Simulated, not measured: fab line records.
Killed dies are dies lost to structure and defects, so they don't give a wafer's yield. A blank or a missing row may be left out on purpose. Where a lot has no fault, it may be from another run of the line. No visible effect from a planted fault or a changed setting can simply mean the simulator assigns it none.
Check of tool commonality | flow nand harc | 33 wafers sampled across 11 lots

## WHAT PROMPTED THE OPENING
At NHARC_P_ZERO_WELL_CD_MEAS_37 the reading cd nm is flagged on 1 of 11 lots. No-fault wafers: 719.4 nm, standard deviation 1.4.
Rule: a lot is flagged in two cases, either no wafer of it has a number, or all its wafers with numbers fall more than 4 standard deviations from that mean. The other lots count as sound.

lot  | measured     | on        | cd nm (nm), wafer by wafer | flag
L547 | day 2 00:14  | cd sem-01 | 719.6 718.5 720.2          |
L549 | day 2 20:29  | cd sem-03 | 721.0 718.9 718.9          |
L556 | day 5 18:25  | cd sem-03 | 731.7 733.9 730.3          | FLAGGED
L560 | day 7 10:14  | cd sem-03 | 718.8 716.9 718.9          |
L563 | day 8 16:13  | cd sem-02 | 721.3 718.8 719.9          |
L564 | day 9 02:21  | cd sem-02 | 719.1 718.8 717.2          |
L565 | day 9 12:01  | cd sem-01 | 717.6 718.0 717.7          |
L566 | day 9 22:05  | cd sem-03 | 720.9 720.3 718.8          |
L567 | day 10 08:14 | cd sem-03 | 720.2 719.8 721.5          |
L568 | day 10 18:16 | cd sem-03 | 719.2 720.1 720.4          |
L570 | day 11 14:14 | cd sem-02 | 719.6 720.2 720.3          |
On average the flagged lots' numbers are 732.0 nm, which is +12.6 nm against the usual, or +9 standard deviations.

## WHICH TOOL RAN EACH LOT
The record holds 2 process steps before the reading, out of a route of 1302 steps. Each cell gives the tool, then ch followed by the chambers the sampled wafers passed through, then the start.
lot  | flag    | NHARC_P_ZERO_WELL_DESCUM_26       | NHARC_P_ZERO_WELL_EXPOSE_34
L547 |         | rie diel-06 ch 0,3, day 1 22:46   | krf scanner-02 ch 0, day 2 00:05
L549 |         | rie diel-06 ch 1,2,3, day 2 19:01 | krf scanner-01 ch 0, day 2 20:20
L556 | FLAGGED | rie diel-07 ch 0,1,2, day 5 16:56 | krf scanner-04 ch 0, day 5 18:16
L560 |         | rie diel-06 ch 0,2,3, day 7 08:46 | krf scanner-02 ch 0, day 7 10:05
L563 |         | rie diel-06 ch 0,3, day 8 14:44   | krf scanner-01 ch 0, day 8 16:04
L564 |         | rie diel-07 ch 0,2,3, day 9 01:01 | krf scanner-01 ch 0, day 9 02:11
L565 |         | rie diel-06 ch 0,2,3, day 9 10:38 | krf scanner-01 ch 0, day 9 11:52
L566 |         | rie diel-06 ch 0,1, day 9 20:37   | krf scanner-04 ch 0, day 9 21:56
L567 |         | rie diel-07 ch 0,1, day 10 06:47  | krf scanner-02 ch 0, day 10 08:05
L568 |         | rie diel-06 ch 0,2, day 10 16:55  | krf scanner-02 ch 0, day 10 18:07
L570 |         | rie diel-07 ch 0,3, day 11 12:46  | krf scanner-04 ch 0, day 11 14:05
What these steps do:
- NHARC_P_ZERO_WELL_DESCUM_26: chemistry O2, time 3 s.
- NHARC_P_ZERO_WELL_EXPOSE_34: exposes mask P PWELL, target cd 720 nm.
- NHARC_P_ZERO_WELL_CD_MEAS_37: target cd 720 nm.

## FLAGGED AGAINST TOTAL, ONE TOOL AT A TIME (gauges that did the reading follow at the end)
step                         | tool           | lots run | flagged | share of the flagged lots | sound lots run after its first flagged lot
NHARC_P_ZERO_WELL_DESCUM_26  | rie diel-06    | 7        | 0       | none                      | -
NHARC_P_ZERO_WELL_DESCUM_26  | rie diel-07    | 4        | 1       | all                       | 3 (L564,L567,L570)
NHARC_P_ZERO_WELL_EXPOSE_34  | krf scanner-01 | 4        | 0       | none                      | -
NHARC_P_ZERO_WELL_EXPOSE_34  | krf scanner-02 | 4        | 0       | none                      | -
NHARC_P_ZERO_WELL_EXPOSE_34  | krf scanner-04 | 3        | 1       | all                       | 2 (L566,L570)
NHARC_P_ZERO_WELL_CD_MEAS_37 | cd sem-01      | 2        | 0       | none                      | -
NHARC_P_ZERO_WELL_CD_MEAS_37 | cd sem-02      | 3        | 0       | none                      | -
NHARC_P_ZERO_WELL_CD_MEAS_37 | cd sem-03      | 6        | 1       | all                       | 4 (L560,L566,L567,L568)

## WHAT THE TABLE ALLOWS
Rows of the table that ran every flagged lot, 3 in all: rie diel-07 at NHARC_P_ZERO_WELL_DESCUM_26, krf scanner-04 at NHARC_P_ZERO_WELL_EXPOSE_34, cd sem-03 at NHARC_P_ZERO_WELL_CD_MEAS_37.
- rie diel-07 at NHARC_P_ZERO_WELL_DESCUM_26 ran 4 lots, 1 of them flagged. Sound lots followed the first flagged one (L564, L567, L570) on it, something a lasting fault affecting the whole tool could not allow.
- krf scanner-04 at NHARC_P_ZERO_WELL_EXPOSE_34 ran 3 lots, 1 of them flagged. Sound lots followed the first flagged one (L566, L570) on it, something a lasting fault affecting the whole tool could not allow.
- cd sem-03 at NHARC_P_ZERO_WELL_CD_MEAS_37 ran 6 lots, 1 of them flagged. Sound lots followed the first flagged one (L560, L566, L567, L568) on it, something a lasting fault affecting the whole tool could not allow.
Not one row of the table ran every flagged lot while running no sound lot after the first.

## WHAT THE SIMULATOR PUT IN
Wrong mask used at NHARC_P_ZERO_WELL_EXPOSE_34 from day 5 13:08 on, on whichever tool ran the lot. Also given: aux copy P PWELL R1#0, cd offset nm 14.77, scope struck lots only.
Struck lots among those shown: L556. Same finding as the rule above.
